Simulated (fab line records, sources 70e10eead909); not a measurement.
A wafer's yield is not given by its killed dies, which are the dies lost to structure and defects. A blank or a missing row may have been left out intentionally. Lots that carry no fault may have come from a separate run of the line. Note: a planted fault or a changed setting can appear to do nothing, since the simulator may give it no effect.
Problem report in the 8D (eight disciplines) form, filled by code / flow nandHarc / the parts of the form that need people (team, actions taken, sign-off) are left out

1. WHAT WENT WRONG
killedDies at NHARC_END_SORT_01 reads a mean of 506 on 1 wafer of 1 lot; wafers without a fault read 67 with a standard deviation of 16. That puts it +27 standard deviations away from the usual mean.
First seen on wafer L426.5, day 29 13:34, on prober-02. The record has a number at this step for 9 wafers belonging to 3 lots. By rule, "out" or "out of limits" means more than 4 standard deviations away from the usual mean. Any other wafer with a number is counted as sound.

2. WHAT IT IS; WHAT IT IS NOT
question=which readings at this step; is=killedDies, killedAtArray; is not=killedAtOther, killedAtPeriphery, killedOpen, killedShort
question=which lots; is=L426; is not=L421, L423
question=which wafers of those lots; is=L426.5; is not=L426.1, L426.2
question=read on which gauges; is=prober-02; is not=prober-01
question=when; is=from day 29 13:34; is not=up to then (8 sound wafers)

3. THE SUSPECTS, EACH WITH WHAT RULES IT OUT
Counting: any tool at a process step up to the reading remains a suspect provided it ran every lot that is out. Sound lots after the first of them don't rule it out here, since some wafers of a struck lot are sound.
- the gauge at NHARC_END_SORT_01 is ruled out. All the wafers that are out were read on prober-02, but those of them that NHARC_A_CONTACT_ETCH_50 has rows for are out there too, on other tools.
- rieDiel-03 at NHARC_A_CONTACT_ETCH_50 (etches the open film in CF4/CHF3, target depth 121 nm, time 60.5 s): kept. The lot that is out, L426, ran on it at day 26 07:52; the last sound lot it ran before that was L423, at day 25 08:24. On those wafers its own readings are out: runLengthS.
- harCapEtch-03 at NHARC_A_CONTACT_ETCH_112 (etches the open film in C4F8/O2/Ar, time 190 s, target depth 1850 nm): kept. The lot that is out, L426, ran on it at day 26 09:21; the last sound lot it ran before that was L423, at day 25 10:12.
- harCapEtch-03 at NHARC_A_CONTACT_ETCH_113 (etches the open film in C4F8/O2/Ar, time 190 s, target depth 1850 nm): kept. The lot that is out, L426, ran on it at day 26 09:32; the last sound lot it ran before that was L423, at day 25 10:22.
- harCapEtch-03 at NHARC_A_CONTACT_ETCH_114 (etches the open film in C4F8/O2/Ar, time 190 s, target depth 1850 nm): kept. The lot that is out, L426, ran on it at day 26 09:42; the last sound lot it ran before that was L423, at day 25 10:32.
- Within rieDiel-03 at NHARC_A_CONTACT_ETCH_50: the wafers that are out ran in chamber 0; their sound lot-mates ran in chambers 1, 2.
Left after counting: rieDiel-03 at NHARC_A_CONTACT_ETCH_50, harCapEtch-03 at NHARC_A_CONTACT_ETCH_112, harCapEtch-03 at NHARC_A_CONTACT_ETCH_113, harCapEtch-03 at NHARC_A_CONTACT_ETCH_114.

4. THE CAUSE (what the simulator had put in)
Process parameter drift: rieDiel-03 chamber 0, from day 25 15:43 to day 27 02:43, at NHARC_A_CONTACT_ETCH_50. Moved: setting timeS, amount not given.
4 suspects survive the count, and this tool is in that group.

5. SEQUENCE OF EFFECTS, ordered by route
One row per reading whose mean, taken over the struck wafers that have a number, lies over 3 standard deviations from the usual. Scope: only readings with a usual standard deviation given in the record; hours: median across lots of the time from each lot's start at the first step in this table that gives one to its start at this step; sigmas: change in usual standard deviations.
hours=0; step=NHARC_A_CONTACT_ETCH_50; reading=runLengthS; usual=81.9 s; on struck wafers=68.0; change=-13.9; sigmas=-28
hours=78; step=NHARC_END_SORT_01; reading=killedAtArray; usual=62; on struck wafers=500; change=+438; sigmas=+27
hours=78; step=NHARC_END_SORT_01; reading=killedDies; usual=67; on struck wafers=506; change=+439; sigmas=+27
Here are the process steps it includes:
- NHARC_A_CONTACT_ETCH_50: etches the open film in CF4/CHF3, target depth 121 nm, time 60.5 s.

6. HOW IT WOULD HAVE BEEN CAUGHT EARLIER
94 hours passed between the start of the fault at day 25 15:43 and the first reading out of limits at a measuring or inspecting step in this record, taken at day 29 13:34.
Tool's own readings at NHARC_A_CONTACT_ETCH_50, runLengthS: out on all struck wafers the step has rows for; an alarm limit on them would have tripped on the first.
Each of the lots that are out, 1 in all, had begun NHARC_A_CONTACT_ETCH_50 on rieDiel-03 no later than day 29 13:34. Tool hold at that time: it would have spared none of them.
